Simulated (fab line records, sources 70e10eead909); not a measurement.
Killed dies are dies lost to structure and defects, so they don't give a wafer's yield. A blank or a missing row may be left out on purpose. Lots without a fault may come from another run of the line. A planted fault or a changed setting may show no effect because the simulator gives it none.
Tool commonality check | flow nand_harc | 11 lots, 33 wafers sampled

WHY IT WAS OPENED
At NHARC_A_M1_CD_MEAS_09 the reading cd_nm is flagged on 2 of 11 lots. Wafers without a fault read 119.8 nm, standard deviation 0.47.
Rule: a lot is flagged when every wafer of it that has a number lies more than 4 standard deviations from that mean, or none has a number. The other lots count as sound.

lot  | measured     | on        | cd_nm (nm), wafer by wafer | flag
L797 | day 18 08:05 | cd_sem-03 | 119.8 119.9 119.8          |
L800 | day 18 08:38 | cd_sem-01 | 119.7 119.5 119.6          |
L801 | day 19 10:29 | cd_sem-01 | 119.5 120.0 119.4          |
L802 | day 19 10:48 | cd_sem-01 | 120.2 120.6 120.0          |
L805 | day 20 01:37 | cd_sem-02 | 119.6 119.0 118.9          |
L806 | day 20 06:45 | cd_sem-03 | 119.0 118.8 120.1          |
L804 | day 20 07:03 | cd_sem-03 | 119.9 120.1 120.4          |
L809 | day 20 14:01 | cd_sem-03 | 119.9 119.6 120.1          |
L814 | day 22 07:53 | cd_sem-01 | 125.7 125.7 126.2          | FLAGGED
L816 | day 22 09:17 | cd_sem-02 | 124.8 124.9 125.7          | FLAGGED
L819 | day 23 18:43 | cd_sem-02 | 119.8 120.1 119.2          |
The numbers of the flagged lots are 125.5 nm on average: +5.7 nm against the usual, or +12 standard deviations.

WHICH TOOL RAN EACH LOT
The record holds 2 process steps before the reading, out of a route of 1159 steps. In each cell: the tool, then ch and the chambers that the sampled wafers went through, then the start.
lot  | flag    | NHARC_A_M0_PRE_CLEAN_31         | NHARC_A_M1_PEB_07
L797 |         | pecvd-01 ch 0,1, day 18 06:48   | litho_track-06 ch 0, day 18 08:00
L800 |         | pecvd-01 ch 0,1,2, day 18 07:13 | litho_track-01 ch 0, day 18 08:33
L801 |         | pecvd-04 ch 1,2, day 19 09:17   | litho_track-04 ch 0, day 19 10:24
L802 |         | pecvd-01 ch 0,2, day 19 09:28   | litho_track-04 ch 0, day 19 10:43
L805 |         | pecvd-04 ch 0,1,2, day 20 00:17 | litho_track-04 ch 0, day 20 01:32
L806 |         | pecvd-04 ch 1,2, day 20 05:34   | litho_track-01 ch 0, day 20 06:40
L804 |         | pecvd-01 ch 0,1,2, day 20 05:51 | litho_track-06 ch 0, day 20 06:58
L809 |         | pecvd-01 ch 0,1,2, day 20 12:41 | litho_track-01 ch 0, day 20 13:56
L814 | FLAGGED | pecvd-01 ch 1,2, day 22 06:35   | litho_track-06 ch 0, day 22 07:49
L816 | FLAGGED | pecvd-04 ch 0,1,2, day 22 07:45 | litho_track-06 ch 0, day 22 09:13
L819 |         | pecvd-01 ch 1,2, day 23 17:24   | litho_track-04 ch 0, day 23 18:38
What these steps do:
- NHARC_A_M0_PRE_CLEAN_31: time 12 s.
- NHARC_A_M1_PEB_07: peb time 65 s.
- NHARC_A_M1_CD_MEAS_09: target cd 120 nm.

FLAGGED OVER TOTAL, TOOL BY TOOL (the gauges that took the reading come last)
step                    | tool           | lots run | flagged | share of the flagged lots | sound lots run after its first flagged lot
NHARC_A_M0_PRE_CLEAN_31 | pecvd-01       | 7        | 1       | some                      | 1 (L819)
NHARC_A_M0_PRE_CLEAN_31 | pecvd-04       | 4        | 1       | some                      | 0
NHARC_A_M1_PEB_07       | litho_track-01 | 3        | 0       | none                      | -
NHARC_A_M1_PEB_07       | litho_track-04 | 4        | 0       | none                      | -
NHARC_A_M1_PEB_07       | litho_track-06 | 4        | 2       | all                       | 0
NHARC_A_M1_CD_MEAS_09   | cd_sem-01      | 4        | 1       | some                      | 0
NHARC_A_M1_CD_MEAS_09   | cd_sem-02      | 3        | 1       | some                      | 1 (L819)
NHARC_A_M1_CD_MEAS_09   | cd_sem-03      | 4        | 0       | none                      | -

WHAT THE TABLE ALLOWS
1 row of the table ran every flagged lot: litho_track-06 at NHARC_A_M1_PEB_07.
- litho_track-06 at NHARC_A_M1_PEB_07: 2 of its 4 lots flagged. Its last sound lot is L804 (day 20 06:58), its first flagged lot L814 (day 22 07:49): a fault that began between those two fits. Its own readings lie more than 4 standard deviations out on every wafer of the flagged lots: heater_power_total_W, plate_temp_C.
One tool is left: litho_track-06 at NHARC_A_M1_PEB_07.

WHAT THE SIMULATOR HAD PUT IN
Process parameter drift: litho_track-06, from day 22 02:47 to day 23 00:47, at NHARC_A_M1_PEB_07. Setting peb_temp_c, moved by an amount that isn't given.
Lots struck among those shown: L814, L816. The rule above found the same.
